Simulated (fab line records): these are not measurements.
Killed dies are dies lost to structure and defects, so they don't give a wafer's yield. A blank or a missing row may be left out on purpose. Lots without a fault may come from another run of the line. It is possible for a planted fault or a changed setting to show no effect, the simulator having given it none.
fab line records	flow n5Finfet
record lots=24	wafers=72	lastDay=18
route steps=1938 shown BEOL_M14@1746 BEOL_M15@1783
lots untouched by any fault: they come from a run of this same line in which no faults occurred
startH: hours from the record's opening day to when the first of the lot's shown wafers began	waitH: how many hours have passed since the lot's step before this one	" same as the row above	L1.1+2: a single row standing in for several wafers	- value missing, or start not given	* or withheld: withheld	< > ~ a bound
route shown NAME@n: NAME is a module with steps in the file, n the number in the route of the first one	usual: mean/standard deviation of fault-free wafers	same: alike in all rows	chamber/n: place in a boat	sites: each site's reading	_std_site: the standard deviation of these	_edge_site: inner sites' mean taken away from outer sites' mean	radiusMm: for every site, how far away it sits from the centre of the wafer	mask NAME#n: copy n	behind: tool/chamber where the wafer was last shaped	hold: the reason the lot was held/the length of the hold in hours/how it ended	device: the n, p or np transistor that did not switch	end of line: the same wafers' tests at the end of the route	for a step that has no rows: nothing shown but its recipe	killed: count of dies lost to structure and defects at first sort (not the wafer's yield)	map: shows each die of a wafer: x if killed, . if not, _ if none is there
set.NAME: the setting as run; set.NAME@STEP: as run at that earlier step	model.NAME: the simulator's own value behind a step, which no gauge read
a sample of lots followed through the steps of the route, with each step as a table and each wafer as a row
services: when a tool's chamber went out of use (startH, in hours from the record's first day, below 0 if earlier), for how many hours, and the reason
## steps
# step N5_BEOL_M14_CD_MEAS_28
# recipe targetCdNm=284.4	landingEnergyEv=500	detector=seInlens
# usual cdNm=285.5/1.9
lot.wafer	tool	chamber	startH	waitH	cdNm
L076.2	cdSem-02	0	254.35	-	285.3
L076.5	"	0	"	"	285.8
L076.6	"	0	"	"	288.1
L074.2	cdSem-02	0	255.13	-	287.4
L074.3	"	0	"	"	285.7
L074.6	"	0	"	"	289.3
L077.2	cdSem-02	0	256.07	-	287.5
L077.3	"	0	"	"	286.2
L077.6	"	0	"	"	286.5
L075.1	cdSem-03	0	256.44	-	288.9
L075.3	"	0	"	"	285.9
L075.5	"	0	"	"	286.4
L078.2	cdSem-02	0	270.85	-	281.6
L078.3	"	0	"	"	283.0
L078.6	"	0	"	"	282.5
L079.1	cdSem-03	0	277.24	-	281.9
L079.2	"	0	"	"	285.9
L079.5	"	0	"	"	283.4
L080.1	cdSem-01	0	283.75	-	287.4
L080.4	"	0	"	"	286.9
L080.5	"	0	"	"	288.4
L082.1	cdSem-03	0	306.57	-	283.9
L082.2	"	0	"	"	285.5
L082.4	"	0	"	"	286.3
L081.3	cdSem-01	0	307.41	-	286.6
L081.4	"	0	"	"	289.2
L081.6	"	0	"	"	286.1
L085.3	cdSem-01	0	307.64	-	283.8
L085.5	"	0	"	"	280.9
L085.6	"	0	"	"	283.3
L083.1	cdSem-02	0	309.58	-	287.1
L083.3	"	0	"	"	285.1
L083.5	"	0	"	"	286.3
L084.3	cdSem-01	0	309.90	-	285.8
L084.4	"	0	"	"	287.0
L084.6	"	0	"	"	286.1
L087.3	cdSem-02	0	329.40	-	285.4
L087.4	"	0	"	"	285.0
L087.5	"	0	"	"	283.0
L088.1	cdSem-03	0	335.28	-	282.9
L088.3	"	0	"	"	285.7
L088.4	"	0	"	"	284.0
L086.1	cdSem-02	0	336.38	-	285.4
L086.3	"	0	"	"	285.1
L086.4	"	0	"	"	286.3
L089.2	cdSem-03	0	355.53	-	286.3
L089.4	"	0	"	"	284.8
L089.5	"	0	"	"	285.5
L093.2	cdSem-01	0	355.57	-	285.3
L093.4	"	0	"	"	286.6
L093.6	"	0	"	"	286.5
L091.3	cdSem-01	0	355.94	-	286.0
L091.5	"	0	"	"	285.5
L091.6	"	0	"	"	284.9
L090.1	cdSem-02	0	359.00	-	284.8
L090.3	"	0	"	"	285.2
L090.5	"	0	"	"	285.5
L092.1	cdSem-03	0	360.60	-	285.4
L092.2	"	0	"	"	285.0
L092.3	"	0	"	"	288.5
L095.1	cdSem-03	0	391.60	-	286.8
L095.3	"	0	"	"	286.6
L095.6	"	0	"	"	286.4
L094.3	cdSem-03	0	395.49	-	285.9
L094.5	"	0	"	"	284.8
L094.6	"	0	"	"	289.0
L097.1	cdSem-01	0	397.42	-	282.5
L097.3	"	0	"	"	283.0
L097.6	"	0	"	"	284.4
L096.1	cdSem-01	0	406.45	-	280.3
L096.4	"	0	"	"	284.0
L096.5	"	0	"	"	285.1
# step N5_BEOL_M14_ETCH_67
# recipe chemistry=CF4	target=SiARC	targetDepthA=1430	timeS=238.3	ionEnergyEv=80	pressureMtorr=40	sourceW=545	biasW=36	Ar_flow_sccm=100	cf4FlowSccm=100	ends=cleared
# usual drypumpMotorCurrentA=5.7/0.42	etchRfOnTimeS=237/3.5	oesProductAu=0.71/0.057	rfVppV=184.1/1	showerheadPlenumPTorr=2.15/0.066	throttleValvePct=15.48/0.15
lot.wafer	tool	chamber	startH	waitH	drypumpMotorCurrentA	etchRfOnTimeS	oesProductAu	rfHoursCounterH	rfVppV	showerheadPlenumPTorr	throttleValvePct
L076.2	rieDiel-04	2	254.47	0.0	5.7	230	0.85	7	183.3	2.10	15.36
L076.5	"	0	"	"	5.2	238	0.76	-	184.2	2.11	15.13
L076.6	"	1	"	"	5.4	233	0.72	-	185.2	2.16	15.41
L074.2	rieDiel-05	0	255.61	0.0	5.7	235	0.73	55	183.0	2.07	15.38
L074.3	"	3	"	"	5.2	239	0.72	62	185.6	2.27	15.57
L074.6	"	1	"	"	5.6	236	0.71	-	184.7	2.08	15.63
L077.2	rieDiel-05	0	256.32	0.0	5.8	234	0.74	56	184.5	2.07	15.40
L077.3	"	2	"	"	6.6	234	0.82	9	185.1	2.20	15.57
L077.6	"	1	"	"	5.6	232	0.71	-	183.1	2.08	15.65
L075.1	rieDiel-04	2	256.98	0.0	5.8	229	0.86	9	184.5	2.10	15.37
L075.3	"	3	"	"	6.5	238	0.59	229	185.3	2.19	15.71
L075.5	"	1	"	"	5.3	234	0.73	-	183.7	2.16	15.41
L078.2	rieDiel-02	2	270.97	0.0	6.2	238	0.67	109	184.5	2.23	15.40
L078.3	"	0	"	"	5.8	243	0.60	222	183.3	2.03	15.64
L078.6	"	3	"	"	5.7	239	0.72	-	184.8	2.18	15.26
L079.1	rieDiel-05	1	277.36	0.0	5.6	234	0.70	80	183.4	2.08	15.65
L079.2	"	3	"	"	5.2	236	0.72	68	185.2	2.27	15.60
L079.5	"	2	"	"	6.5	233	0.81	-	184.4	2.20	15.59
L080.1	rieDiel-05	2	283.89	0.0	6.6	236	0.80	17	185.3	2.20	15.59
L080.4	"	0	"	"	5.8	235	0.73	64	182.7	2.07	15.42
L080.5	"	0	"	"	5.8	236	0.72	-	185.1	2.07	15.41
L082.1	rieDiel-04	2	306.77	0.0	5.8	231	0.81	27	183.5	2.10	15.40
L082.2	"	1	"	"	5.4	234	0.70	86	184.9	2.15	15.44
L082.4	"	2	"	"	5.8	231	0.81	-	182.2	2.10	15.42
L081.3	rieDiel-02	1	307.53	0.0	5.2	241	0.69	96	184.6	2.15	15.55
L081.4	"	2	"	"	6.2	239	0.66	119	185.5	2.22	15.42
L081.6	"	2	"	"	6.2	236	0.66	-	185.2	2.22	15.41
L085.3	rieDiel-05	0	307.78	0.0	5.8	235	0.72	72	182.6	2.07	15.42
L085.5	"	0	"	"	5.8	234	0.73	-	182.6	2.07	15.43
L085.6	"	3	"	"	5.2	236	0.70	-	184.5	2.27	15.61
L083.1	rieDiel-02	1	309.73	0.0	5.2	239	0.69	97	185.3	2.15	15.52
L083.3	"	2	"	"	6.2	237	0.66	120	184.6	2.22	15.42
L083.5	"	3	"	"	5.6	239	0.70	-	185.1	2.17	15.27
L084.3	rieDiel-02	2	310.46	0.0	6.2	240	0.66	120	186.9	2.22	15.42
L084.4	"	1	"	"	5.3	240	0.70	97	184.1	2.15	15.53
L084.6	"	1	"	"	5.2	242	0.69	-	183.4	2.15	15.53
L087.3	rieDiel-05	0	330.00	0.0	5.8	236	0.70	79	183.1	2.07	15.43
L087.4	"	3	"	"	5.2	238	0.70	85	184.8	2.26	15.63
L087.5	"	2	"	"	6.5	235	0.77	-	183.6	2.19	15.64
L088.1	rieDiel-02	0	335.41	0.0	5.8	242	0.59	242	183.0	2.02	15.70
L088.3	"	3	"	"	5.7	238	0.71	68	184.6	2.17	15.30
L088.4	"	1	"	"	5.3	237	0.69	105	184.7	2.15	15.55
L086.1	rieDiel-05	3	336.55	0.0	5.2	236	0.69	88	185.5	2.26	15.64
L086.3	"	1	"	"	5.6	232	0.68	99	183.1	2.07	15.67
L086.4	"	0	"	"	5.7	237	0.71	81	184.5	2.07	15.46
L089.2	rieDiel-05	2	355.78	0.0	6.5	239	0.75	42	185.6	2.19	15.64
L089.4	"	2	"	"	6.6	240	0.75	-	184.1	2.19	15.63
L089.5	"	1	"	"	5.6	237	0.67	-	184.2	2.07	15.70
L093.2	rieDiel-04	1	355.93	0.0	5.3	233	0.69	103	185.1	2.15	15.49
L093.4	"	0	"	"	5.2	236	0.71	-	183.9	2.09	15.19
L093.6	"	1	"	"	5.4	235	0.69	-	183.9	2.15	15.50
L091.3	rieDiel-02	3	356.09	0.0	5.7	241	0.69	76	183.2	2.17	15.31
L091.5	"	2	"	"	6.2	240	0.65	-	185.7	2.22	15.45
L091.6	"	3	"	"	5.6	240	0.69	-	185.2	2.17	15.29
L090.1	rieDiel-02	1	359.12	0.0	5.3	236	0.68	115	185.0	2.15	15.55
L090.3	"	3	"	"	5.7	237	0.69	78	183.9	2.16	15.31
L090.5	"	1	"	"	5.2	238	0.68	-	184.2	2.15	15.57
L092.1	rieDiel-02	2	360.72	0.0	6.2	239	0.65	139	184.7	2.22	15.45
L092.2	"	3	"	"	5.7	243	0.68	79	185.3	2.16	15.31
L092.3	"	1	"	"	5.2	243	0.68	116	184.6	2.15	15.58
L095.1	rieDiel-04	3	391.73	0.0	6.5	235	0.84	9	184.1	2.18	15.25
L095.3	"	0	"	"	5.2	238	0.69	75	183.3	2.09	15.22
L095.6	"	2	"	"	5.7	231	0.77	-	184.3	2.09	15.48
L094.3	rieDiel-04	3	395.81	0.0	6.5	235	0.83	11	185.2	2.18	15.26
L094.5	"	2	"	"	5.8	229	0.76	-	184.4	2.08	15.51
L094.6	"	3	"	"	6.5	236	0.83	-	184.5	2.18	15.26
L097.1	rieDiel-02	0	397.54	0.0	5.8	234	0.83	6	186.0	2.27	15.23
L097.3	"	1	"	"	5.3	239	0.67	128	183.8	2.14	15.61
L097.6	"	3	"	"	5.6	239	0.68	-	184.4	2.16	15.34
L096.1	rieDiel-05	3	407.15	0.0	5.2	241	0.68	108	185.8	2.26	15.67
L096.4	"	2	"	"	6.5	236	0.73	57	184.3	2.18	15.67
L096.5	"	3	"	"	5.2	241	0.68	-	185.5	2.26	15.67
# step N5_BEOL_M14_OCD_MEAS_35
# usual trenchDepthNm=560/8.6
lot.wafer	tool	chamber	startH	waitH	trenchDepthNm
L076.2	ocd-02	-	255.05	0.0	574
L076.5	"	-	"	"	553
L076.6	"	-	"	"	565
L074.2	ocd-01	-	256.18	0.0	562
L074.3	"	-	"	"	548
L074.6	"	-	"	"	565
L077.2	ocd-02	-	256.90	0.0	566
L077.3	"	-	"	"	564
L077.6	"	-	"	"	567
L075.1	ocd-01	-	257.55	0.0	574
L075.3	"	-	"	"	548
L075.5	"	-	"	"	565
L078.2	ocd-02	-	271.55	0.0	556
L078.3	"	-	"	"	543
L078.6	"	-	"	"	552
L079.1	ocd-02	-	277.93	0.0	566
L079.2	"	-	"	"	561
L079.5	"	-	"	"	570
L080.1	ocd-01	-	284.46	0.0	558
L080.4	"	-	"	"	558
L080.5	"	-	"	"	561
L082.1	ocd-02	-	307.34	0.0	573
L082.2	"	-	"	"	563
L082.4	"	-	"	"	575
L081.3	ocd-01	-	308.11	0.0	555
L081.4	"	-	"	"	560
L081.6	"	-	"	"	558
L085.3	ocd-02	-	308.36	0.0	558
L085.5	"	-	"	"	555
L085.6	"	-	"	"	553
L083.1	ocd-01	-	310.30	0.0	556
L083.3	"	-	"	"	551
L083.5	"	-	"	"	553
L084.3	ocd-02	-	311.04	0.0	551
L084.4	"	-	"	"	550
L084.6	"	-	"	"	550
L087.3	ocd-01	-	330.58	0.0	565
L087.4	"	-	"	"	561
L087.5	"	-	"	"	566
L088.1	ocd-01	-	335.99	0.0	544
L088.3	"	-	"	"	553
L088.4	"	-	"	"	552
L086.1	ocd-02	-	337.13	0.0	553
L086.3	"	-	"	"	570
L086.4	"	-	"	"	565
L089.2	ocd-01	-	356.36	0.0	561
L089.4	"	-	"	"	560
L089.5	"	-	"	"	566
L093.2	ocd-02	-	356.51	0.0	567
L093.4	"	-	"	"	555
L093.6	"	-	"	"	569
L091.3	ocd-01	-	356.66	0.0	553
L091.5	"	-	"	"	551
L091.6	"	-	"	"	562
L090.1	ocd-02	-	359.70	0.0	552
L090.3	"	-	"	"	558
L090.5	"	-	"	"	554
L092.1	ocd-01	-	361.30	0.0	553
L092.2	"	-	"	"	556
L092.3	"	-	"	"	549
L095.1	ocd-02	-	392.31	0.0	572
L095.3	"	-	"	"	561
L095.6	"	-	"	"	580
L094.3	ocd-02	-	396.39	0.0	567
L094.5	"	-	"	"	579
L094.6	"	-	"	"	564
L097.1	ocd-02	-	398.12	0.0	571
L097.3	"	-	"	"	554
L097.6	"	-	"	"	552
L096.1	ocd-02	-	407.72	0.0	555
L096.4	"	-	"	"	563
L096.5	"	-	"	"	560
# step N5_BEOL_M15_CD_MEAS_10
# recipe targetCdNm=360	landingEnergyEv=500	detector=seInlens	polarity=opening
# usual cdNm=359.8/1.5
lot.wafer	tool	chamber	startH	waitH	cdNm
L076.2	cdSem-02	0	261.43	-	359.7
L076.5	"	0	"	"	358.6
L076.6	"	0	"	"	358.6
L074.2	cdSem-01	0	261.78	-	358.2
L074.3	"	0	"	"	359.3
L074.6	"	0	"	"	357.7
L077.2	cdSem-02	0	263.08	-	359.5
L077.3	"	0	"	"	360.9
L077.6	"	0	"	"	359.7
L075.1	cdSem-03	0	264.64	-	361.3
L075.3	"	0	"	"	359.3
L075.5	"	0	"	"	358.4
L078.2	cdSem-02	0	275.25	-	358.8
L078.3	"	0	"	"	359.2
L078.6	"	0	"	"	360.7
L079.1	cdSem-02	0	281.15	-	359.2
L079.2	"	0	"	"	359.2
L079.5	"	0	"	"	359.9
L080.1	cdSem-03	0	293.36	-	361.4
L080.4	"	0	"	"	362.1
L080.5	"	0	"	"	359.3
L082.1	cdSem-01	0	311.30	-	358.1
L082.2	"	0	"	"	358.6
L082.4	"	0	"	"	357.2
L081.3	cdSem-03	0	312.21	-	359.7
L081.4	"	0	"	"	359.8
L081.6	"	0	"	"	360.2
L085.3	cdSem-02	0	315.74	-	357.5
L085.5	"	0	"	"	359.8
L085.6	"	0	"	"	360.7
L083.1	cdSem-02	0	316.13	-	360.1
L083.3	"	0	"	"	361.7
L083.5	"	0	"	"	357.5
L084.3	cdSem-03	0	316.29	-	358.1
L084.4	"	0	"	"	357.4
L084.6	"	0	"	"	357.3
L087.3	cdSem-01	0	333.36	-	359.9
L087.4	"	0	"	"	361.3
L087.5	"	0	"	"	361.0
L088.1	cdSem-02	0	341.83	-	361.0
L088.3	"	0	"	"	360.1
L088.4	"	0	"	"	360.0
L086.1	cdSem-01	0	342.28	-	358.7
L086.3	"	0	"	"	358.9
L086.4	"	0	"	"	359.8
L089.2	cdSem-02	0	359.81	-	360.7
L089.4	"	0	"	"	359.9
L089.5	"	0	"	"	358.3
L093.2	cdSem-03	0	363.81	-	360.7
L093.4	"	0	"	"	359.6
L093.6	"	0	"	"	360.0
L091.3	cdSem-01	0	364.81	-	360.2
L091.5	"	0	"	"	361.1
L091.6	"	0	"	"	362.9
L090.1	cdSem-01	0	365.34	-	358.8
L090.3	"	0	"	"	358.8
L090.5	"	0	"	"	359.2
L092.1	cdSem-03	0	365.95	-	358.3
L092.2	"	0	"	"	359.2
L092.3	"	0	"	"	361.1
L095.1	cdSem-03	0	395.55	-	362.5
L095.3	"	0	"	"	361.5
L095.6	"	0	"	"	361.5
L094.3	cdSem-03	0	400.83	-	356.1
L094.5	"	0	"	"	358.9
L094.6	"	0	"	"	358.7
L097.1	cdSem-03	0	403.79	-	360.4
L097.3	"	0	"	"	362.5
L097.6	"	0	"	"	359.1
L096.1	cdSem-01	0	413.66	-	359.3
L096.4	"	0	"	"	359.8
L096.5	"	0	"	"	357.0
# step N5_BEOL_M15_CD_MEAS_17
# recipe targetCdNm=360	polarity=opening
# usual cdNm=361.1/1.9
lot.wafer	tool	chamber	startH	waitH	cdNm
L076.2	cdSem-03	-	262.02	0.0	361.4
L076.5	"	-	"	"	361.1
L076.6	"	-	"	"	359.6
L074.2	cdSem-02	-	262.37	0.0	360.7
L074.3	"	-	"	"	360.6
L074.6	"	-	"	"	360.4
L077.2	cdSem-03	-	263.67	0.0	359.3
L077.3	"	-	"	"	361.7
L077.6	"	-	"	"	361.5
L075.1	cdSem-01	-	265.29	0.0	365.0
L075.3	"	-	"	"	359.4
L075.5	"	-	"	"	360.3
L078.2	cdSem-01	-	275.83	0.0	360.7
L078.3	"	-	"	"	359.7
L078.6	"	-	"	"	362.6
L079.1	cdSem-02	-	281.91	0.0	360.8
L079.2	"	-	"	"	360.4
L079.5	"	-	"	"	360.6
L080.1	cdSem-01	-	293.95	0.0	364.6
L080.4	"	-	"	"	363.0
L080.5	"	-	"	"	360.6
L082.1	cdSem-01	-	311.89	0.0	359.5
L082.2	"	-	"	"	359.3
L082.4	"	-	"	"	357.9
L081.3	cdSem-03	-	312.79	0.0	362.5
L081.4	"	-	"	"	359.7
L081.6	"	-	"	"	360.7
L085.3	cdSem-02	-	316.32	0.0	359.7
L085.5	"	-	"	"	361.0
L085.6	"	-	"	"	362.6
L083.1	cdSem-01	-	316.73	0.0	362.4
L083.3	"	-	"	"	362.7
L083.5	"	-	"	"	359.3
L084.3	cdSem-01	-	316.88	0.0	362.0
L084.4	"	-	"	"	357.5
L084.6	"	-	"	"	359.6
L087.3	cdSem-03	-	333.94	0.0	360.5
L087.4	"	-	"	"	364.1
L087.5	"	-	"	"	364.0
L088.1	cdSem-01	-	342.66	0.0	361.1
L088.3	"	-	"	"	358.8
L088.4	"	-	"	"	360.6
L086.1	cdSem-01	-	343.06	0.0	360.7
L086.3	"	-	"	"	359.6
L086.4	"	-	"	"	361.8
L089.2	cdSem-02	-	360.40	0.0	361.9
L089.4	"	-	"	"	361.6
L089.5	"	-	"	"	360.0
L093.2	cdSem-02	-	364.56	0.0	361.6
L093.4	"	-	"	"	361.2
L093.6	"	-	"	"	361.8
L091.3	cdSem-03	-	365.78	0.0	363.3
L091.5	"	-	"	"	365.3
L091.6	"	-	"	"	363.0
L090.1	cdSem-03	-	367.22	0.0	358.2
L090.3	"	-	"	"	360.0
L090.5	"	-	"	"	361.5
L092.1	cdSem-03	-	367.77	0.0	358.8
L092.2	"	-	"	"	359.6
L092.3	"	-	"	"	362.8
L095.1	cdSem-01	-	396.13	0.0	364.1
L095.3	"	-	"	"	360.1
L095.6	"	-	"	"	361.6
L094.3	cdSem-01	-	401.41	0.0	356.5
L094.5	"	-	"	"	359.4
L094.6	"	-	"	"	360.8
L097.1	cdSem-03	-	404.38	0.0	360.7
L097.3	"	-	"	"	363.2
L097.6	"	-	"	"	362.5
L096.1	cdSem-01	-	414.43	0.0	361.0
L096.4	"	-	"	"	358.8
L096.5	"	-	"	"	357.3
# step N5_BEOL_M15_INSPECT_55
# recipe inspectInstrument=darkfield	mode=postDep
# usual rawDefectCount=74/24
lot.wafer	tool	chamber	startH	waitH	rawDefectCount
L076.2	defectInspect-02	-	269.31	0.0	41
L076.5	"	-	"	"	40
L076.6	"	-	"	"	33
L074.2	defectInspect-02	-	270.06	0.0	69
L074.3	"	-	"	"	54
L074.6	"	-	"	"	82
L077.2	defectInspect-02	-	273.12	0.0	78
L077.3	"	-	"	"	73
L077.6	"	-	"	"	63
L075.1	defectInspect-01	-	273.72	0.0	59
L075.3	"	-	"	"	70
L075.5	"	-	"	"	43
L078.2	defectInspect-02	-	280.33	0.0	43
L078.3	"	-	"	"	67
L078.6	"	-	"	"	55
L079.1	defectInspect-01	-	299.96	0.0	74
L079.2	"	-	"	"	60
L079.5	"	-	"	"	72
L080.1	defectInspect-01	-	300.23	0.0	92
L080.4	"	-	"	"	69
L080.5	"	-	"	"	89
L082.1	defectInspect-01	-	316.07	0.0	77
L082.2	"	-	"	"	89
L082.4	"	-	"	"	67
L081.3	defectInspect-02	-	316.75	0.0	84
L081.4	"	-	"	"	67
L081.6	"	-	"	"	70
L085.3	defectInspect-01	-	321.59	0.0	67
L085.5	"	-	"	"	63
L085.6	"	-	"	"	101
L083.1	defectInspect-01	-	322.30	0.0	71
L083.3	"	-	"	"	45
L083.5	"	-	"	"	69
L084.3	defectInspect-01	-	322.82	0.0	61
L084.4	"	-	"	"	109
L084.6	"	-	"	"	60
L087.3	defectInspect-01	-	341.36	0.0	143
L087.4	"	-	"	"	96
L087.5	"	-	"	"	94
L088.1	defectInspect-01	-	347.00	0.0	88
L088.3	"	-	"	"	72
L088.4	"	-	"	"	49
L086.1	defectInspect-01	-	347.32	0.0	74
L086.3	"	-	"	"	70
L086.4	"	-	"	"	91
L089.2	defectInspect-02	-	364.27	0.0	25
L089.4	"	-	"	"	41
L089.5	"	-	"	"	77
L093.2	defectInspect-01	-	372.43	0.0	124
L093.4	"	-	"	"	92
L093.6	"	-	"	"	88
L091.3	defectInspect-01	-	372.94	0.0	66
L091.5	"	-	"	"	48
L091.6	"	-	"	"	126
L090.1	defectInspect-01	-	374.51	0.0	111
L090.3	"	-	"	"	83
L090.5	"	-	"	"	100
L092.1	defectInspect-01	-	378.54	0.0	102
L092.2	"	-	"	"	78
L092.3	"	-	"	"	98
L095.1	defectInspect-01	-	404.03	0.0	93
L095.3	"	-	"	"	59
L095.6	"	-	"	"	80
L094.3	defectInspect-02	-	407.81	0.0	63
L094.5	"	-	"	"	39
L094.6	"	-	"	"	69
L097.1	defectInspect-02	-	408.07	0.0	83
L097.3	"	-	"	"	94
L097.6	"	-	"	"	72
L096.1	defectInspect-01	-	420.52	0.0	54
L096.4	"	-	"	"	46
L096.5	"	-	"	"	70
## services
tool	chamber	startH	hours	kind
rieDiel-04	3	302.35	11.0	repair
rieDiel-05	-	312.36	2.8	pm
rieDiel-04	3	329.41	-	clean
rieDiel-04	3	329.41	-	consumableReplace:focusRing
rieDiel-04	3	329.41	35.7	scheduledDown
rieDiel-04	3	329.41	35.7	ventCycle
rieDiel-04	-	337.78	6.8	repair
rieDiel-02	-	344.64	0.3	repair
rieDiel-05	3	351.58	8.8	repair
rieDiel-02	0	354.63	-	clean
rieDiel-02	0	354.63	-	consumableReplace:focusRing
rieDiel-02	0	354.63	-	consumableReplace:showerhead
rieDiel-02	0	354.63	22.2	scheduledDown
rieDiel-02	0	354.63	22.2	ventCycle
rieDiel-05	2	364.74	10.6	repair
rieDiel-04	-	406.79	0.3	repair
## key
fault none
